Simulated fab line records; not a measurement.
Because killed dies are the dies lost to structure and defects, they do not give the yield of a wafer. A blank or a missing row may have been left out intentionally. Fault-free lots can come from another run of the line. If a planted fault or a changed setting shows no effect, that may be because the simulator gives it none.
Chamber matching ; flow n5_finfet ; rie_diel-06 running N5_BEOL_M5_ETCH_75: 4 sister chambers
The step etches underlayer in N2/H2, target depth 6.5 nm, time 5.2 s. 18 wafers are shown with their chamber, then 9 later ones without.

== WAFERS PAIRED WITH THEIR CHAMBERS ==
wafer;chamber;drypump_motor_current_A (A);throttle_valve_pct (%);showerhead_plenum_p_Torr (Torr)
L075.2;3;5.7;18.12;2.63
L075.3;2;6.1;18.02;2.65
L075.4;1;5.8;18.02;2.61
L076.2;0;5.4;17.68;2.58
L076.3;2;6.1;18.04;2.65
L076.6;2;6.1;18.05;2.65
L078.1;2;6.1;18.02;2.65
L078.2;0;5.4;17.71;2.58
L078.4;0;5.4;17.70;2.58
L080.2;3;5.7;18.16;2.63
L080.4;3;5.7;18.14;2.63
L080.5;2;6.1;18.03;2.65
L082.2;3;5.7;18.15;2.62
L082.3;2;6.1;18.05;2.64
L082.6;3;5.7;18.14;2.63
L088.2;2;6.1;18.05;2.64
L088.3;1;5.8;18.02;2.61
L088.6;0;5.3;17.74;2.57

SIGNATURES (averages over the wafers above)
reading;chamber 0;chamber 1;chamber 2;chamber 3;scatter within a chamber
drypump_motor_current_A;5.375;5.800;6.100;5.700;0.0231
throttle_valve_pct;17.7075;18.0200;18.0371;18.1420;0.0167
showerhead_plenum_p_Torr;2.5775;2.6100;2.6471;2.6280;0.00461
Rule: distance of a wafer from a chamber = root of the sum over the readings of ((wafer's reading minus chamber's mean) / reading's scatter) squared. The wafer belongs to the nearest chamber; if the next one is less than 2 further off, it can't be placed. The scatter is the square root of a quotient: the sum, over the shown wafers, of each reading's squared deviation from its chamber's mean, divided by wafers minus chambers.

== WAFERS MISSING THEIR CHAMBER ==
wafer;drypump_motor_current_A (A);throttle_valve_pct (%);showerhead_plenum_p_Torr (Torr)
L094.1;5.7;17.70;2.62
L094.5;5.7;17.69;2.62
L094.6;5.4;17.77;2.57
L095.3;5.4;17.78;2.57
L095.4;5.4;17.77;2.57
L095.5;6.1;18.12;2.63
L093.1;6.2;18.08;2.63
L093.4;5.7;17.67;2.62
L093.6;5.4;17.78;2.57

== WHICH CHAMBER EACH ONE RAN IN ==
wafer;from the rows above;in truth
L094.1;0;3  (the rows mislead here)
L094.5;0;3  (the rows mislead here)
L094.6;0;0
L095.3;0;0
L095.4;0;0
L095.5;2;2
L093.1;2;2
L093.4;0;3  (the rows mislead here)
L093.6;0;0
Correctly placed: 6 of 9. Number that these rows cannot place: 0. Number placed wrongly: 3.
